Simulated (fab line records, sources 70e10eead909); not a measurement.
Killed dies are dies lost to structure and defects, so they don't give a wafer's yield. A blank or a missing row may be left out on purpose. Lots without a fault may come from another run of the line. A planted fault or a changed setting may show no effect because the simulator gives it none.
A struck lot beside a sound one | flow nand_harc | 15 steps out of a route of 1302
Sound: wafers L294.1, L294.3, L294.6. Struck: wafers L312.1, L312.3, L312.6. The cause comes at the end.
At each step with rows: each side's tool, then ch and its chambers, then its first start. Under that, the readings that differ: sound wafers | struck wafers | difference of the means | sigmas: that difference in standard deviations of wafers without a fault.
alike: readings whose means differ by less than 2 such deviations, and words and numbers that are the same on both sides. not compared: withheld readings, readings that some wafer has no value for, bounds like >300 that may hide the same value, and numbers for which the record gives no deviation and whose values overlap.
The two part at a step that has a row with sigmas, a row that says differs or no value, or rows on one side only. Numbers that don't overlap but have no deviation are shown without sigmas and don't part them. A reading that every wafer of one side lacks parts them only if that side has two wafers or more.

first, 8 steps without rows for these wafers: NHARC_A_M1_HMDS_02 (time 30 s); NHARC_A_M1_COAT_34 (time 65 s); NHARC_A_M1_COAT_03 (resist thk 90 nm); NHARC_A_M1_SOFTBAKE_04 (time 55 s); NHARC_A_M1_EBR_05; NHARC_A_M1_EXPOSE_06 (exposes mask A M1, target cd 120 nm); NHARC_A_M1_PEB_07 (peb time 65 s); NHARC_A_M1_DEVELOP_08 (develop time 35 s).
NHARC_A_M1_CD_MEAS_09: target cd 120 nm.
  sound on cd_sem-03 ch 0, day 23 17:46; struck on cd_sem-02 ch 0, day 31 01:15
  alike: cd_nm
NHARC_A_M1_OVL_MEAS_10: pitch 240 nm.
  sound on overlay-01, day 23 17:51; struck on overlay-01, day 31 01:20
  reading           | sound          | struck      | difference | sigmas
  overlay_y_nm (nm) | -1.6 -1.2 -1.1 | 0.9 1.4 0.5 | +2.2       | +3
  alike: overlay_x_nm
NHARC_A_M1_INSPECT_11:
  sound on defect_inspect-02, day 23 17:53; struck on defect_inspect-02, day 31 01:22
  alike: raw_defect_count
NHARC_A_M1_DESCUM_14: chemistry O2, time 3 s.
  sound on rie_diel-01 ch 0,1,2, day 23 17:57; struck on rie_diel-12 ch 2,3, day 31 01:26
  alike: drypump_motor_current_A, oes_product_au, rf_vpp_V, showerhead_plenum_p_Torr, throttle_valve_pct
  not compared: rf_hours_counter_h
NHARC_A_M1_ETCH_35: etches the open film in N2/H2, target depth 40 nm, overetch 12 nm, time 43.94 s.
  sound on rie_diel-01 ch 1,2, day 23 18:03; struck on rie_diel-12 ch 0,2,3, day 31 01:34
  no value came back on the struck wafers for any of 7 readings (bias_w (W), chamber_pressure_mTorr (mTorr) and others); on the sound wafers bias_w (W) reads 149.7 150.0 150.4
  not compared: rf_hours_counter_h
NHARC_A_M1_ETCH_15: etches the open film in C4F8/Ar, target depth 182.5 nm, time 91.2 s.
  sound on rie_diel-01 ch 0,1,2; struck on rie_diel-12 ch 0,1,3, day 31 01:38
  alike: bias_w, chamber_pressure_mTorr, oes_product_au, rf_vpp_V
  not compared: rf_hours_counter_h
NHARC_END_SORT_01:
  the record has rows for the struck wafers here (prober-01 ch 0, day 32 19:29) and none for the sound ones

WHERE THEY PART
First at NHARC_A_M1_OVL_MEAS_10; last, within this record, at NHARC_END_SORT_01.

WHY: what the simulator had put in
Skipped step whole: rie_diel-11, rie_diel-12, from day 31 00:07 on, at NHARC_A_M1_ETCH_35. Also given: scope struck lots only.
